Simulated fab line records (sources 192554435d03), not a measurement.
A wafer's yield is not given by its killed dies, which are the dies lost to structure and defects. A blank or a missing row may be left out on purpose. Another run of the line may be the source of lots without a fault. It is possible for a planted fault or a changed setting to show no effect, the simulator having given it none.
Matching of chambers :: flow n5_finfet :: N5_BEOL_M10_CURE_71 on uv_cure-02: 3 sister chambers
The step cures SiCOH lowk, time 240 s. 3 wafers are shown with their chamber, then 7 later ones without.

EACH WAFER AND ITS CHAMBER
wafer: L081.6
chamber: 0
wafer_temp_C_max: 386.2

wafer: L084.6
chamber: 2
wafer_temp_C_max: 387.5

wafer: L092.2
chamber: 1
wafer_temp_C_max: 388.1

WAFERS WITHOUT THEIR CHAMBER
wafer: L092.3
wafer_temp_C_max: 388.5

wafer: L093.1
wafer_temp_C_max: 387.2

wafer: L093.2
wafer_temp_C_max: 386.5

wafer: L093.4
wafer_temp_C_max: 386.6

wafer: L097.3
wafer_temp_C_max: 388.0

wafer: L097.4
wafer_temp_C_max: 387.6

wafer: L097.5
wafer_temp_C_max: 388.1

THE CHAMBER EACH PASSED THROUGH
wafer: L092.3
from the rows above: 1
in truth: 1

wafer: L093.1
from the rows above: 2
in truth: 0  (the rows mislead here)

wafer: L093.2
from the rows above: 0
in truth: 0

wafer: L093.4
from the rows above: can't be placed: 0 or 2
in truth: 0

wafer: L097.3
from the rows above: can't be placed: 1 or 2
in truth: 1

wafer: L097.4
from the rows above: can't be placed: 2 or 1
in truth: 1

wafer: L097.5
from the rows above: 1
in truth: 1
Correct placement for 3 of the 7. Can't be placed from these rows: 3 (the true chamber is among the candidates in 3). Number placed wrongly: 1.
How it was worked out, from the rows above alone: a wafer's distance from a chamber is the root of the sum, over the readings, of the square of ((its reading less the chamber's mean) divided by the reading's scatter). If the next closest chamber is less than 2 further off than the closest, the wafer can't be placed; otherwise it belongs to the closest. A chamber's mean is the mean of its shown wafers. The scatter (one wafer shown for each chamber): square how far every hidden wafer sits from the nearest shown wafer, average those squares and take the square root.
